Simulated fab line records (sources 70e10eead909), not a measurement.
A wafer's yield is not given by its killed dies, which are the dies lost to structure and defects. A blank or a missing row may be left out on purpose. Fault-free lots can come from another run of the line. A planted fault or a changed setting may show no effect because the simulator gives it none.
A struck lot beside a sound one -- flow nand harc -- 41 steps out of a route of 1302
Sound: wafers L554.4, L554.5, L554.6. Wafers L563.1, L563.4, L563.6 were the ones struck. At the end, the cause is stated.
At each step with rows: each side's tool, then ch and its chambers, then its first start. Under that, the readings that differ: sound wafers -- struck wafers -- difference of the means -- sigmas: that difference in standard deviations of wafers without a fault.
alike: a reading whose means differ by less than 2 such deviations, as well as words and numbers matching on both sides. not compared: withheld readings; readings where some wafer has no value; bounds like >300 that might hide an equal value; numbers whose values overlap and for which the record gives no deviation.
A row with sigmas, a row that says differs or no value, or rows on one side alone: a step with any of these is where the two part. When numbers do not overlap yet have no deviation, they are printed without sigmas and do not part them. A reading missing from all wafers of one side parts the sides only when that side holds two or more wafers.

first, 1 step without rows for these wafers: NHARC_A_DECK1_JOINT_SRD_15.
NHARC_A_DECK1_JOINT_DEP_16: deposits SiO2, target thk 45 nm.
  sound on pecvd-02 ch 0,1,2, day 13 09:20; struck on pecvd-02 ch 0,1,2, day 17 17:41
  alike: heater power w, throttle valve pct
NHARC_A_DECK1_JOINT_THK_MEAS_17: measures by ellipsometry.
  sound: film metro-02 at day 13 09:32; struck: film metro-01 at day 17 17:55
  alike: thk nm
NHARC_A_DECK1_JOINT_INSPECT_05:
  sound: defect inspect-02 at day 13 09:34; struck: defect inspect-01 at day 17 17:56
  alike: raw defect count
then, no rows for these wafers at 1 step: NHARC_A_ONON_D2_DEP_00 (target thk 1000 nm).
NHARC_A_ONON_D2_THK_MEAS_02: measures by ellipsometry.
  sound: film metro-02 at day 13 10:09; struck: film metro-01 at day 17 18:31
reading,sound,struck,difference,sigmas
thk nm (nm),990 992 992,1012 1013 1012,+21,+2
then, no rows for these wafers at 1 step: NHARC_A_ONON_D2_DEP_03 (target thk 1000 nm).
NHARC_A_ONON_D2_THK_MEAS_05: measures by ellipsometry.
  sound: film metro-02 at day 13 10:43; struck: film metro-02 at day 17 19:05
  alike: thk nm
then, no rows for these wafers at 1 step: NHARC_A_ONON_D2_DEP_06 (target thk 1000 nm).
NHARC_A_ONON_D2_THK_MEAS_08: measures by ellipsometry.
  sound: film metro-02 at day 13 11:17; struck: film metro-01 at day 17 19:40
  alike: thk nm
then, no rows for these wafers at 1 step: NHARC_A_ONON_D2_DEP_09 (target thk 1000 nm).
NHARC_A_ONON_D2_THK_MEAS_11: measures by ellipsometry.
  sound: film metro-02 at day 13 11:51; struck: film metro-02 at day 17 20:14
  alike: thk nm
NHARC_A_ONON_D2_DEP_12: target thk 1000 nm.
  sound on pecvd onon-04 ch 0, day 13 12:04; struck on pecvd onon-01 ch 0, day 17 20:17
NHARC_A_ONON_D2_THK_MEAS_14: measures by ellipsometry.
  sound: film metro-02 at day 13 12:25; struck: film metro-01 at day 17 20:47
  alike: thk nm
then, 2 steps without rows for these wafers: NHARC_A_ONON_D2_ANNEAL_15 (time 3600 s); NHARC_A_ONON_D2_DEP_16 (target thk 1000 nm).
NHARC_A_ONON_D2_THK_MEAS_18: measures by ellipsometry.
  sound: film metro-01 at day 13 19:44; struck: film metro-01 at day 18 04:32
  alike: thk nm
then, no rows for these wafers at 1 step: NHARC_A_ONON_D2_DEP_19 (target thk 1000 nm).
NHARC_A_ONON_D2_THK_MEAS_21: measures by ellipsometry.
  sound: film metro-01 at day 13 20:18; struck: film metro-02 at day 18 05:06
  alike: thk nm
then, no rows for these wafers at 1 step: NHARC_A_ONON_D2_DEP_22 (target thk 1000 nm).
NHARC_A_ONON_D2_THK_MEAS_24: measures by ellipsometry.
  sound: film metro-02 at day 13 20:52; struck: film metro-02 at day 18 05:40
  alike: thk nm
then, no rows for these wafers at 1 step: NHARC_A_ONON_D2_DEP_25 (target thk 1000 nm).
NHARC_A_ONON_D2_THK_MEAS_27: measures by ellipsometry.
  sound: film metro-02 at day 13 21:26; struck: film metro-01 at day 18 06:14
  alike: thk nm
then, no rows for these wafers at 1 step: NHARC_A_ONON_D2_DEP_28 (target thk 1000 nm).
NHARC_A_ONON_D2_THK_MEAS_30: measures by ellipsometry.
  sound: film metro-02 at day 13 22:01; struck: film metro-02 at day 18 06:49
  alike: thk nm
NHARC_A_ONON_D2_DEP_33: deposits SiO2, target thk 200 nm.
  sound on pecvd-01 ch 0,1,2, day 13 22:12; struck on pecvd-04 ch 0,1, day 18 07:06
  alike: heater power w, throttle valve pct
NHARC_A_ONON_D2_THK_MEAS_34: measures by ellipsometry.
  sound: film metro-01 at day 13 22:29; struck: film metro-01 at day 18 07:26
  alike: thk nm
NHARC_A_CHANNEL_HOLE_D2_DEP_00: deposits aC, target thk 3100 nm.
  sound on acl dep-01 ch 0, day 14 04:43; struck on acl dep-02 ch 0, day 18 07:35
  alike: throttle valve pct
NHARC_A_CHANNEL_HOLE_D2_DEP_01: deposits SiON, target thk 140 nm.
  sound on pecvd-03 ch 0,1,2, day 14 05:51; struck on pecvd-03 ch 0,1,2, day 18 09:34
  alike: heater power w
then, 10 steps without rows for these wafers: NHARC_A_CHANNEL_HOLE_D2_DEHYDRATE_02 (time 120 s); NHARC_A_CHANNEL_HOLE_D2_HMDS_03 (time 30 s); NHARC_A_CHANNEL_HOLE_D2_COAT_36 (time 75 s); NHARC_A_CHANNEL_HOLE_D2_COAT_37 (time 65 s); NHARC_A_CHANNEL_HOLE_D2_COAT_04 (resist thk 90 nm); NHARC_A_CHANNEL_HOLE_D2_SOFTBAKE_05 (time 55 s); NHARC_A_CHANNEL_HOLE_D2_EBR_06; NHARC_A_CHANNEL_HOLE_D2_EXPOSE_07 (exposes mask HOLE D2, target cd 100 nm); NHARC_A_CHANNEL_HOLE_D2_PEB_08 (peb time 65 s); NHARC_A_CHANNEL_HOLE_D2_DEVELOP_09 (develop time 35 s).
NHARC_A_CHANNEL_HOLE_D2_CD_MEAS_10: target cd 100 nm.
  sound on cd sem-01 ch 0, day 14 06:29; struck on cd sem-03 ch 0, day 18 10:14
  alike: cd nm
-- record jumps: 11 days between struck wafers' starts before vs after; left off in module A_CHANNEL_HOLE_D2, resumes in module END, first step shown is number 1302 of the route --
NHARC_END_SORT_01:
  the record has rows for the struck wafers here (prober-02 ch 0, day 29 15:56) and none for the sound ones

== WHERE THEY PART ==
Last at NHARC_END_SORT_01 as far as this record goes, first at NHARC_A_ONON_D2_THK_MEAS_02.

WHY: what had been put in by the simulator
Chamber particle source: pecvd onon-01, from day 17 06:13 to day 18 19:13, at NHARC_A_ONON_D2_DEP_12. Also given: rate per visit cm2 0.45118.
